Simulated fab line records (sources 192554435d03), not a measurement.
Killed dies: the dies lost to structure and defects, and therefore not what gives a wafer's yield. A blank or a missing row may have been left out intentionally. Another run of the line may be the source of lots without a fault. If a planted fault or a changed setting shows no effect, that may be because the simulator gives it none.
Matching of chambers :: flow n5 finfet :: rie diel-02 running N5_SD_EPI_N_DESCUM_14: 4 sister chambers
The step chemistry O2, time 7.9 s. 14 wafers are shown with their chamber, then 7 later ones without.

## WAFERS WITH THEIR CHAMBER
wafer: L077.4
chamber: 0
throttle valve pct (%): 20.81
oes product au (a.u.): 0.72
rf vpp V (V): 244.0

wafer: L077.5
chamber: 1
throttle valve pct (%): 20.58
oes product au (a.u.): 0.88
rf vpp V (V): 244.5

wafer: L077.6
chamber: 0
throttle valve pct (%): 20.81
oes product au (a.u.): 0.73
rf vpp V (V): 244.8

wafer: L083.2
chamber: 1
throttle valve pct (%): 20.58
oes product au (a.u.): 0.86
rf vpp V (V): 244.7

wafer: L083.3
chamber: 3
throttle valve pct (%): 20.28
oes product au (a.u.): 0.75
rf vpp V (V): 243.9

wafer: L083.6
chamber: 1
throttle valve pct (%): 20.58
oes product au (a.u.): 0.85
rf vpp V (V): 244.0

wafer: L085.1
chamber: 2
throttle valve pct (%): 20.36
oes product au (a.u.): 0.74
rf vpp V (V): 244.4

wafer: L085.2
chamber: 3
throttle valve pct (%): 20.26
oes product au (a.u.): 0.75
rf vpp V (V): 244.8

wafer: L085.3
chamber: 1
throttle valve pct (%): 20.61
oes product au (a.u.): 0.85
rf vpp V (V): 243.8

wafer: L090.2
chamber: 3
throttle valve pct (%): 20.31
oes product au (a.u.): 0.75
rf vpp V (V): 245.6

wafer: L090.3
chamber: 2
throttle valve pct (%): 20.37
oes product au (a.u.): 0.73
rf vpp V (V): 243.7

wafer: L090.4
chamber: 3
throttle valve pct (%): 20.29
oes product au (a.u.): 0.74
rf vpp V (V): 243.7

wafer: L092.2
chamber: 3
throttle valve pct (%): 20.30
oes product au (a.u.): 0.74
rf vpp V (V): 244.2

wafer: L092.5
chamber: 2
throttle valve pct (%): 20.36
oes product au (a.u.): 0.73
rf vpp V (V): 244.0

SIGNATURES (averages over the wafers above)
reading: throttle valve pct
chamber 0: 20.8100
chamber 1: 20.5875
chamber 2: 20.3633
chamber 3: 20.2880
scatter within a chamber: 0.0149

reading: oes product au
chamber 0: 0.7250
chamber 1: 0.8600
chamber 2: 0.7333
chamber 3: 0.7460
scatter within a chamber: 0.00915

reading: rf vpp V
chamber 0: 244.400
chamber 1: 244.250
chamber 2: 244.033
chamber 3: 244.440
scatter within a chamber: 0.589
Rule: for each reading, subtract the chamber's mean from the wafer's reading, divide by that reading's scatter and square the result; add these up over the readings and take the root, which gives the wafer's distance from the chamber. The wafer belongs to the nearest chamber; if the next one is less than 2 further off, it can't be placed. The scatter: take each reading less its chamber's mean, square it, sum over the shown wafers, divide by the number of wafers less the number of chambers, and take the root.

## WAFERS WHOSE CHAMBER IS MISSING
wafer: L092.6
throttle valve pct (%): 20.30
oes product au (a.u.): 0.74
rf vpp V (V): 243.7

wafer: L093.1
throttle valve pct (%): 20.63
oes product au (a.u.): 0.84
rf vpp V (V): 243.0

wafer: L093.3
throttle valve pct (%): 20.30
oes product au (a.u.): 0.74
rf vpp V (V): 243.0

wafer: L093.6
throttle valve pct (%): 20.39
oes product au (a.u.): 0.73
rf vpp V (V): 242.0

wafer: L094.1
throttle valve pct (%): 20.85
oes product au (a.u.): 0.70
rf vpp V (V): 243.1

wafer: L094.2
throttle valve pct (%): 20.32
oes product au (a.u.): 0.74
rf vpp V (V): 245.1

wafer: L094.3
throttle valve pct (%): 20.39
oes product au (a.u.): 0.73
rf vpp V (V): 243.3

## THE CHAMBER EACH PASSED THROUGH
wafer: L092.6
from the rows above: 3
in truth: 3

wafer: L093.1
from the rows above: 1
in truth: 1

wafer: L093.3
from the rows above: can't be placed: 3 or 2
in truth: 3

wafer: L093.6
from the rows above: 2
in truth: 2

wafer: L094.1
from the rows above: 0
in truth: 0

wafer: L094.2
from the rows above: can't be placed: 3 or 2
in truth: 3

wafer: L094.3
from the rows above: 2
in truth: 2
Correctly placed: 5 of 7. Not placeable from these rows: 2 (in 2, the candidates include the true chamber). Wrongly placed: 0.
